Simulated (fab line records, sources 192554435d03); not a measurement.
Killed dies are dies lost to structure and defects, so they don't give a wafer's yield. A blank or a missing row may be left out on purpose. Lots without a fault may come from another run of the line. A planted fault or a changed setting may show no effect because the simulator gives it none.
Which tool did it? | flow n5_finfet | 11 lots, 33 wafers sampled, at 5 steps of a route of 1938

WHAT THE GAUGES READ, wafer by wafer
N5_BEOL_M15_RS_MEAS_54: measures by four-point-probe. Usual: M15_RS 0.0216 ohm/sq, standard deviation 0.00034.
lot  | measured     | on            | M15_RS (ohm/sq)      | flag
L604 | day 11 13:08 | film_metro-02 | 0.0212 0.0219 0.0215 |
L606 | day 11 15:38 | film_metro-01 | 0.0220 0.0217 0.0214 |
L607 | day 12 02:17 | film_metro-01 | 0.0211 0.0218 0.0211 |
L609 | day 12 13:05 | film_metro-02 | 0.0209 0.0214 0.0215 |
L608 | day 12 13:53 | film_metro-02 | 0.0214 0.0221 0.0216 |
L611 | day 12 19:18 | film_metro-01 | 0.0220 0.0213 0.0219 |
L614 | day 14 03:26 | film_metro-02 | 0.0217 0.0221 0.0220 |
L615 | day 14 04:08 | film_metro-01 | 0.0210 0.0218 0.0217 |
L616 | day 14 11:13 | film_metro-01 | 0.0211 0.0218 0.0221 |
L626 | day 17 22:22 | film_metro-02 | 0.0219 0.0216 0.0212 |
L625 | day 18 00:56 | film_metro-02 | 0.0219 0.0218 0.0213 |

N5_MIM_TOP_LITHO_CD_MEAS_08: target cd 2000 nm. Usual: cd_nm 2000.5 nm, standard deviation 1.3.
lot  | measured     | on        | cd_nm (nm)           | flag
L604 | day 11 18:34 | cd_sem-01 | 1998.5 2001.2 1999.1 |
L606 | day 11 19:17 | cd_sem-01 | 2002.3 2003.1 2001.2 |
L607 | day 12 06:56 | cd_sem-03 | 1999.1 1999.4 1998.4 |
L609 | day 12 15:37 | cd_sem-02 | 2000.8 2000.3 2000.3 |
L608 | day 12 18:00 | cd_sem-02 | 2002.2 2001.2 2000.1 |
L611 | day 12 23:58 | cd_sem-02 | 1999.8 2001.5 2000.5 |
L614 | day 14 07:55 | cd_sem-03 | 2004.1 1999.1 2001.4 |
L615 | day 14 08:07 | cd_sem-02 | 1999.5 1999.2 2000.7 |
L616 | day 14 16:26 | cd_sem-03 | 1945.7 2001.8 1959.5 | OFF
L626 | day 18 02:07 | cd_sem-01 | 1998.4 2000.5 1998.3 |
L625 | day 18 03:47 | cd_sem-03 | 2000.5 2000.6 1999.6 |

N5_MIM_TOP_LITHO_INSPECT_12: inspects for defects (macro). Usual: raw_defect_count 2.2, standard deviation 1.5.
lot  | measured     | on                | raw_defect_count | flag
L604 | day 11 18:38 | defect_inspect-02 | 1 6 4            |
L606 | day 11 19:21 | defect_inspect-02 | 3 2 1            |
L607 | day 12 06:59 | defect_inspect-02 | 2 2 3            |
L609 | day 12 15:40 | defect_inspect-02 | 4 1 6            |
L608 | day 12 18:04 | defect_inspect-02 | 1 3 3            |
L611 | day 13 00:01 | defect_inspect-02 | 3 4 7            |
L614 | day 14 07:58 | defect_inspect-01 | 0 1 3            |
L615 | day 14 08:10 | defect_inspect-01 | 2 1 4            |
L616 | day 14 16:29 | defect_inspect-02 | 2 3 2            |
L626 | day 18 02:10 | defect_inspect-02 | 2 3 1            |
L625 | day 18 03:50 | defect_inspect-01 | 3 0 3            |

WHICH TOOL RAN EACH LOT (tool, then ch and the chambers of the sampled wafers, then the start)
lot  | N5_MIM_TOP_ALD_01                           | N5_MIM_TOP_LITHO_EXPOSE_05
L604 | ald_hk-03 ch 0,1,3, day 11 18:24 or earlier | krf_scanner-02 ch 0, day 11 18:24
L606 | ald_hk-01 ch 0,2,3, day 11 19:07 or earlier | krf_scanner-02 ch 0, day 11 19:07
L607 | ald_hk-02 ch 1,2, day 12 06:45 or earlier   | krf_scanner-01 ch 0, day 12 06:45
L609 | ald_hk-03 ch 1,2,3, day 12 15:26 or earlier | krf_scanner-01 ch 0, day 12 15:26
L608 | ald_hk-02 ch 0,2, day 12 17:50 or earlier   | krf_scanner-02 ch 0, day 12 17:50
L611 | ald_hk-02 ch 2,3, day 12 23:48 or earlier   | krf_scanner-01 ch 0, day 12 23:48
L614 | ald_hk-03 ch 0,1,3, day 14 07:45 or earlier | krf_scanner-02 ch 0, day 14 07:45
L615 | ald_hk-02 ch 0,1,2, day 14 07:56 or earlier | krf_scanner-02 ch 0, day 14 07:56
L616 | ald_hk-02 ch 1,2,3, day 14 16:16 or earlier | krf_scanner-02 ch 0, day 14 16:16
L626 | ald_hk-03 ch 1,2,3, day 18 01:56 or earlier | krf_scanner-01 ch 0, day 18 01:56
L625 | ald_hk-02 ch 2,3, day 18 03:37 or earlier   | krf_scanner-01 ch 0, day 18 03:37
- N5_MIM_TOP_ALD_01: deposits HfO2, target thk 5.6 nm, pulse time 1 s, purge time 3 s.
- N5_MIM_TOP_LITHO_EXPOSE_05: exposes mask MIM TOP, target cd 2000 nm.

WHAT THE TOOLS THEMSELVES READ (means of the sampled wafers that have a number; where no wafer has one, the mark that the record gives instead)
N5_MIM_TOP_ALD_01. Usual: precursor_pulse_height_rel 1.002, standard deviation 0.02.
lot  | tool      | precursor_pulse_height_rel | flag
L604 | ald_hk-03 | 0.975                      |
L606 | ald_hk-01 | 1.008                      |
L607 | ald_hk-02 | 0.999                      |
L609 | ald_hk-03 | 1.014                      |
L608 | ald_hk-02 | 0.981                      |
L611 | ald_hk-02 | 0.996                      |
L614 | ald_hk-03 | 0.987                      |
L615 | ald_hk-02 | 0.995                      |
L616 | ald_hk-02 | 0.984                      |
L626 | ald_hk-03 | 0.994                      |
L625 | ald_hk-02 | 1.014                      |

N5_MIM_TOP_LITHO_EXPOSE_05. Usual: exposure_dose_mJ_cm2 20.484, standard deviation 0.022; stage_vel_mm_s 500.02 mm/s, standard deviation 0.26.
lot  | tool           | exposure_dose_mJ_cm2 | stage_vel_mm_s (mm/s) | flag
L604 | krf_scanner-02 | 20.463               | 500.36                |
L606 | krf_scanner-02 | 20.491               | 500.04                |
L607 | krf_scanner-01 | 20.508               | 500.00                |
L609 | krf_scanner-01 | 20.498               | 500.03                |
L608 | krf_scanner-02 | 20.515               | 500.12                |
L611 | krf_scanner-01 | 20.495               | 499.92                |
L614 | krf_scanner-02 | 20.519               | 500.12                |
L615 | krf_scanner-02 | 20.491               | 500.00                |
L616 | krf_scanner-02 | 19.724               | 499.81                | OFF
L626 | krf_scanner-01 | 20.468               | 499.96                |
L625 | krf_scanner-01 | 20.472               | 500.47                |

THE ANSWER, worked out from the rows above alone
Rule: a lot is off if the mean of its wafers that have a number lies more than 3 standard deviations from the usual mean. A lot without any number at a reading at which 4 lots or more have one is off too. The other lots that the step has rows for count as sound. The gauges are gone through in route order, then the tools' own readings, and for those a lot's mean is taken as printed above. The first step at which some lot is off is used, and at that step the reading that is off furthest; a lot without a number counts as furthest.
Off: L616, at N5_MIM_TOP_LITHO_CD_MEAS_08 (cd_nm).
A tool fits if, at a process step before that reading, it ran every lot that is off, and no sound lot after the first of them. The gauges at N5_MIM_TOP_LITHO_CD_MEAS_08 aren't tried: what is off there is off at N5_MIM_TOP_LITHO_EXPOSE_05 too, on other tools, and a gauge's error can't cause that. N5_MIM_TOP_ALD_01 gives no start for some lots, so the hours and the order of its lots are those of N5_MIM_TOP_LITHO_EXPOSE_05. One fits: krf_scanner-02 at N5_MIM_TOP_LITHO_EXPOSE_05. Its last sound lot is L615 (day 14 07:56), its first lot that is off L616 (day 14 16:16): a fault that began between those two fits.
The tool's own readings at N5_MIM_TOP_LITHO_EXPOSE_05 bear it out: on the lots that are off they differ by more than 5 times the standard deviation of the sound lots' means. exposure_dose_mJ_cm2 reads 19.724 there against 20.492 on the sound lots.

WHAT THE SIMULATOR HAD PUT IN
Process parameter drift: krf_scanner-02, from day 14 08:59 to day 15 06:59, at N5_MIM_TOP_LITHO_EXPOSE_05. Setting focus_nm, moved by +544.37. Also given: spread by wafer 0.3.
Lots struck among those shown: L616. The rule above found the same.
